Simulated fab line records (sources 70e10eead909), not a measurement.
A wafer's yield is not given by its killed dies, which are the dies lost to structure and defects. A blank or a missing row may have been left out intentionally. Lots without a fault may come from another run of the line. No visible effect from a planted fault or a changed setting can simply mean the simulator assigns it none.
A struck lot beside a sound one + flow nand_harc + 15 steps out of a route of 1159
Sound: the wafers L761.2, L761.5, L761.6. Wafers L771.3, L771.4, L771.6 were the ones struck. At the end, the cause is stated.
Per side, at each step with rows, come the tool, then ch with its chambers, and then its first start. Under that, the readings that differ: sound wafers + struck wafers + difference of the means + sigmas: that difference in standard deviations of wafers without a fault.
alike: readings whose means differ by less than 2 such deviations, and words and numbers that are the same on both sides. not compared: withheld readings, readings that some wafer has no value for, bounds like >300 that may hide the same value, and numbers for which the record gives no deviation and whose values overlap.
The two part at a step that has a row with sigmas, a row that says differs or no value, or rows on one side only. Non-overlapping numbers with no deviation appear without sigmas and do not part them. A reading that every wafer of one side lacks parts them only if that side has two wafers or more.

NHARC_P_GATE_INSPECT_28:
  struck on defect_inspect-01, day 8 08:38; sound on defect_inspect-01, day 5 14:49
  alike: raw_defect_count
then, 1 step without rows for these wafers: NHARC_P_GATE_DESCUM_31 (chemistry O2, time 3 s).
NHARC_P_GATE_ETCH_104: etches the open film in CF4/CHF3, target depth 60 nm.
  sound on rie_diel-07 ch 1,2,3, day 5 14:58; struck on rie_diel-07 ch 0,1,2, day 8 08:47
| reading               | sound             | struck            | difference | sigmas |
|-----------------------|-------------------|-------------------|------------|--------|
| oes_product_au (a.u.) | 0.916 0.922 0.915 | 0.961 0.966 0.963 | +0.046     | +2     |
  alike: drypump_motor_current_A, mfc_ar_sccm, rf_vpp_V, showerhead_plenum_p_Torr, throttle_valve_pct
NHARC_P_GATE_HM_OPEN_105: chemistry O2/COS, target depth 360 nm.
  sound on rie_diel-07 ch 0,1,3; struck on rie_diel-07 ch 1,2
  alike: cos_flow_sccm, drypump_motor_current_A, mfc_ar_sccm, oes_product_au, rf_vpp_V, showerhead_plenum_p_Torr, throttle_valve_pct
  not compared: rf_hours_counter_h
then, 1 step without rows for these wafers: NHARC_P_GATE_STRIP_106 (strips in O2/COS).
NHARC_P_GATE_ETCH_114: etches the open film in CF4/O2, target depth 30 nm, overetch 3 nm, time 16.5 s.
  sound on rie_diel-07 ch 0,1,2; struck on rie_diel-07 ch 0,2,3
  alike: drypump_motor_current_A, mfc_ar_sccm, oes_product_au, rf_vpp_V, showerhead_plenum_p_Torr, throttle_valve_pct
  not compared: rf_hours_counter_h
NHARC_P_GATE_ETCH_32: etches the open film in HBr/Cl2, target depth 150 nm, time 100.1 s.
  sound on rie_si-01 ch 2,3, day 5 15:23; struck on rie_si-05 ch 0,2,3, day 8 09:10
  alike: drypump_motor_current_A, mfc_cl2_sccm, oes_product_au, throttle_valve_pct
  not compared: rf_hours_counter_h
then, 1 step without rows for these wafers: NHARC_P_GATE_STRIP_108 (strips in O2).
NHARC_P_GATE_CD_MEAS_33:
  struck on cd_sem-03, day 8 09:30; sound on cd_sem-02, day 5 15:43
  alike: cd_nm
then, 3 steps without rows for these wafers: NHARC_P_GATE_STRIP_35 (strips in SPM, time 600 s); NHARC_P_GATE_PRECLEAN_73 (cleans in SC1); NHARC_P_GATE_SRD_74.
NHARC_P_GATE_ALD_36: deposits SiNx, target thk 20 nm, pulse time 60 s, ald cycles 223.
  sound on ald_sin-01 ch 0,1,2, day 5 19:19; struck on ald_sin-01 ch 1,3, day 8 09:57
| reading    | sound       | struck      | difference | sigmas |
|------------|-------------|-------------|------------|--------|
| ald_cycles | 223 223 223 | 251 251 251 | +28        |        |
  alike: heater_power_outer_w, heater_power_w, precursor_pulse_height_rel
NHARC_P_GATE_ETCHBACK_37: etches the open film in CHF3/O2, target depth 34.5 nm, time 17.2 s.
  sound on rie_diel-07 ch 0,3; struck on rie_diel-07 ch 0,1,3
  alike: drypump_motor_current_A, mfc_ar_sccm, oes_product_au, rf_vpp_V, showerhead_plenum_p_Torr, throttle_valve_pct
  not compared: rf_hours_counter_h
next, for these wafers, 1 step has no rows: NHARC_END_SORT_01.

WHERE THEY PART
Within this record, at NHARC_P_GATE_ETCH_104 only. Later steps at which nothing parts them and some readings are alike: NHARC_P_GATE_HM_OPEN_105, NHARC_P_GATE_ETCH_114, NHARC_P_GATE_ETCH_32, NHARC_P_GATE_CD_MEAS_33, NHARC_P_GATE_ALD_36, NHARC_P_GATE_ETCHBACK_37.

WHY: what had been put in by the simulator
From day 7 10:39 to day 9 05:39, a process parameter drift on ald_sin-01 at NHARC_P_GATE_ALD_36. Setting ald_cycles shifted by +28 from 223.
